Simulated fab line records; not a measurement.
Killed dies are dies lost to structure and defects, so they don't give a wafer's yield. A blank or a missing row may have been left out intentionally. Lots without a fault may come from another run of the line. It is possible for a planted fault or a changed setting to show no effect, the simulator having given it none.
Which tool was responsible? :: flow n5Finfet :: 10 lots, 30 wafers sampled, at 4 steps of a route of 1938

WHAT THE GAUGES SHOWED, per wafer
N5_BEOL_M6_OCD_MEAS_38.
lot: L848
measured: day 9 12:38
on: ocd-01
trenchDepthNm (nm): 95.8 98.8 98.5

lot: L850
measured: day 10 03:16
on: ocd-01
trenchDepthNm (nm): - - -

lot: L852
measured: day 10 16:01
on: ocd-02
trenchDepthNm (nm): - - -

lot: L846
measured: day 10 18:55
on: ocd-02
trenchDepthNm (nm): 92.1 96.0 100.1

lot: L854
measured: day 11 05:14
on: ocd-01
trenchDepthNm (nm): 91.8 94.8 95.0

lot: L860
measured: day 13 11:29
on: ocd-01
trenchDepthNm (nm): 95.9 94.2 95.4

lot: L862
measured: day 13 15:40
on: ocd-02
trenchDepthNm (nm): 92.5 95.9 93.1

lot: L861
measured: day 13 13:07
on: ocd-01
trenchDepthNm (nm): 92.8 94.7 95.7

lot: L864
measured: day 13 18:56
on: ocd-01
trenchDepthNm (nm): 91.3 95.5 97.1

lot: L866
measured: day 14 23:58
on: ocd-02
trenchDepthNm (nm): 93.5 94.6 94.6

TOOL THAT RAN EACH LOT (tool first, then ch and the chambers of the sampled wafers, then the start)
lot: L848
N5_BEOL_M5_SPUTTER_83: pvdSputter-01, day 9 03:52
N5_BEOL_M5_ANNEAL_51: rtpAnneal-01 ch 0, day 9 06:37
N5_BEOL_M6_ILD_DEP_00: pecvd-01 ch 1,2, day 9 07:58

lot: L850
N5_BEOL_M5_SPUTTER_83: pvdSputter-03, day 9 18:29
N5_BEOL_M5_ANNEAL_51: rtpAnneal-02 ch 0, day 9 21:34
N5_BEOL_M6_ILD_DEP_00: pecvd-04 ch 0,1, day 9 22:23

lot: L852
N5_BEOL_M5_SPUTTER_83: pvdSputter-02, day 10 04:56
N5_BEOL_M5_ANNEAL_51: rtpAnneal-02 ch 0, day 10 07:25
N5_BEOL_M6_ILD_DEP_00: pecvd-01 ch 0,1, day 10 08:20

lot: L846
N5_BEOL_M5_SPUTTER_83: pvdSputter-01, day 10 06:53
N5_BEOL_M5_ANNEAL_51: rtpAnneal-02 ch 0, day 10 10:23
N5_BEOL_M6_ILD_DEP_00: pecvd-03 ch 0,1, day 10 11:19

lot: L854
N5_BEOL_M5_SPUTTER_83: pvdSputter-02, day 10 13:17
N5_BEOL_M5_ANNEAL_51: rtpAnneal-01 ch 0, day 10 15:48
N5_BEOL_M6_ILD_DEP_00: pecvd-03 ch 0,2, day 10 16:45

lot: L860
N5_BEOL_M5_SPUTTER_83: pvdSputter-02, day 12 22:54
N5_BEOL_M5_ANNEAL_51: rtpAnneal-02 ch 0, day 13 01:20
N5_BEOL_M6_ILD_DEP_00: pecvd-01 ch 1,2, day 13 02:16

lot: L862
N5_BEOL_M5_SPUTTER_83: pvdSputter-02, day 13 06:09
N5_BEOL_M5_ANNEAL_51: rtpAnneal-01 ch 0, day 13 09:11
N5_BEOL_M6_ILD_DEP_00: pecvd-04 ch 1,2, day 13 10:06

lot: L861
N5_BEOL_M5_SPUTTER_83: pvdSputter-01, day 13 04:51
N5_BEOL_M5_ANNEAL_51: rtpAnneal-02 ch 0, day 13 07:16
N5_BEOL_M6_ILD_DEP_00: pecvd-01 ch 1,2, day 13 08:10

lot: L864
N5_BEOL_M5_SPUTTER_83: pvdSputter-03, day 13 11:14
N5_BEOL_M5_ANNEAL_51: rtpAnneal-02 ch 0, day 13 13:44
N5_BEOL_M6_ILD_DEP_00: pecvd-04 ch 0,2, day 13 14:34

lot: L866
N5_BEOL_M5_SPUTTER_83: pvdSputter-01, day 14 12:43
N5_BEOL_M5_ANNEAL_51: rtpAnneal-02 ch 0, day 14 15:36
N5_BEOL_M6_ILD_DEP_00: pecvd-01 ch 0,2, day 14 16:31
- N5_BEOL_M5_SPUTTER_83: material Cu, target thk 15 nm, time 27.62 s.
- N5_BEOL_M5_ANNEAL_51: time 90 s.
- N5_BEOL_M6_ILD_DEP_00: deposits SiCOH lowk from DEMS/porogen, target thk 179.75 nm, time 33.4 s.

THE ANSWER, worked out from the rows above alone
Rule: the usual values come from the lots themselves. Put in order of their means at a reading, lots are off if they are a third of the lots or fewer, leave a main group of 4 or more, and stand apart from it by a gap of 3 or more times the standard deviation of the main group's means; of several such gaps the widest counts. A main group whose means are all the same, to the digits that the tables above print for the reading, isn't used. Also off: a lot with no number at a reading for which 4 or more lots have one. The other lots that the step has rows for count as sound.
Off, at N5_BEOL_M6_OCD_MEAS_38 on trenchDepthNm: L850, L852. Without a number there: L850, L852. For the main group the mean is 95.0 nm and the standard deviation 1.2.
A tool fits if, at a process step before that reading, it ran every lot that is off, and no sound lot after the first of them. Gauges at N5_BEOL_M6_OCD_MEAS_38: tried the same way as those tools. No candidate that was tried fits.

WHAT THE SIMULATOR PUT IN
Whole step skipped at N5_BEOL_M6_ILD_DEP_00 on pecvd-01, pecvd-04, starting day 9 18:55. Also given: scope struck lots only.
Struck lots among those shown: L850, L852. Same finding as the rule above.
